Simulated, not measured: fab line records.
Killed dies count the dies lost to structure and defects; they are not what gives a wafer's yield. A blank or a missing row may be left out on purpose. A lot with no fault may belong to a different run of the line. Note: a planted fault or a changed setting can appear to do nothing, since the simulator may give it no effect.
Chamber matching / flow n5_finfet / 4 sister chambers for N5_BEOL_M0_STRIP_140 on rie_diel-05
The step strips in CF4. 8 wafers are shown with their chamber, then 9 later ones without.

WAFERS PAIRED WITH THEIR CHAMBERS
wafer=L076.2; chamber=3; showerhead_plenum_p_Torr (Torr)=1.85; throttle_valve_pct (%)=13.35
wafer=L076.6; chamber=3; showerhead_plenum_p_Torr (Torr)=1.85; throttle_valve_pct (%)=13.38
wafer=L090.1; chamber=0; showerhead_plenum_p_Torr (Torr)=1.89; throttle_valve_pct (%)=13.24
wafer=L090.2; chamber=2; showerhead_plenum_p_Torr (Torr)=1.78; throttle_valve_pct (%)=13.48
wafer=L090.3; chamber=1; showerhead_plenum_p_Torr (Torr)=1.85; throttle_valve_pct (%)=13.93
wafer=L091.1; chamber=2; showerhead_plenum_p_Torr (Torr)=1.77; throttle_valve_pct (%)=13.45
wafer=L091.3; chamber=0; showerhead_plenum_p_Torr (Torr)=1.89; throttle_valve_pct (%)=13.27
wafer=L091.6; chamber=1; showerhead_plenum_p_Torr (Torr)=1.85; throttle_valve_pct (%)=13.94

WAFERS WHOSE CHAMBER IS MISSING
wafer=L094.1; showerhead_plenum_p_Torr (Torr)=1.77; throttle_valve_pct (%)=13.46
wafer=L094.2; showerhead_plenum_p_Torr (Torr)=1.84; throttle_valve_pct (%)=13.95
wafer=L094.5; showerhead_plenum_p_Torr (Torr)=1.77; throttle_valve_pct (%)=13.47
wafer=L096.1; showerhead_plenum_p_Torr (Torr)=1.84; throttle_valve_pct (%)=13.97
wafer=L096.2; showerhead_plenum_p_Torr (Torr)=1.89; throttle_valve_pct (%)=13.26
wafer=L096.6; showerhead_plenum_p_Torr (Torr)=1.84; throttle_valve_pct (%)=13.96
wafer=L095.1; showerhead_plenum_p_Torr (Torr)=1.77; throttle_valve_pct (%)=13.49
wafer=L095.2; showerhead_plenum_p_Torr (Torr)=1.84; throttle_valve_pct (%)=13.93
wafer=L095.5; showerhead_plenum_p_Torr (Torr)=1.77; throttle_valve_pct (%)=13.48

THE CHAMBER EACH PASSED THROUGH
wafer=L094.1; from the rows above=2; in truth=2
wafer=L094.2; from the rows above=1; in truth=1
wafer=L094.5; from the rows above=2; in truth=2
wafer=L096.1; from the rows above=1; in truth=1
wafer=L096.2; from the rows above=0; in truth=0
wafer=L096.6; from the rows above=1; in truth=1
wafer=L095.1; from the rows above=2; in truth=2
wafer=L095.2; from the rows above=1; in truth=1
wafer=L095.5; from the rows above=2; in truth=2
Placed correctly: 9 of 9. Number that these rows cannot place: 0. Wrongly placed: 0.
How it was worked out, from the rows above alone: a wafer's distance from a chamber is the root of the sum, over the readings, of the square of ((its reading less the chamber's mean) divided by the reading's scatter). If the next closest chamber is less than 2 further off than the closest, the wafer can't be placed; otherwise it belongs to the closest. A chamber's mean is the mean of its shown wafers. How the scatter is found: for the shown wafers, subtract from each reading the mean of its chamber, square and add these, divide the total by (wafers less chambers), then take the root.
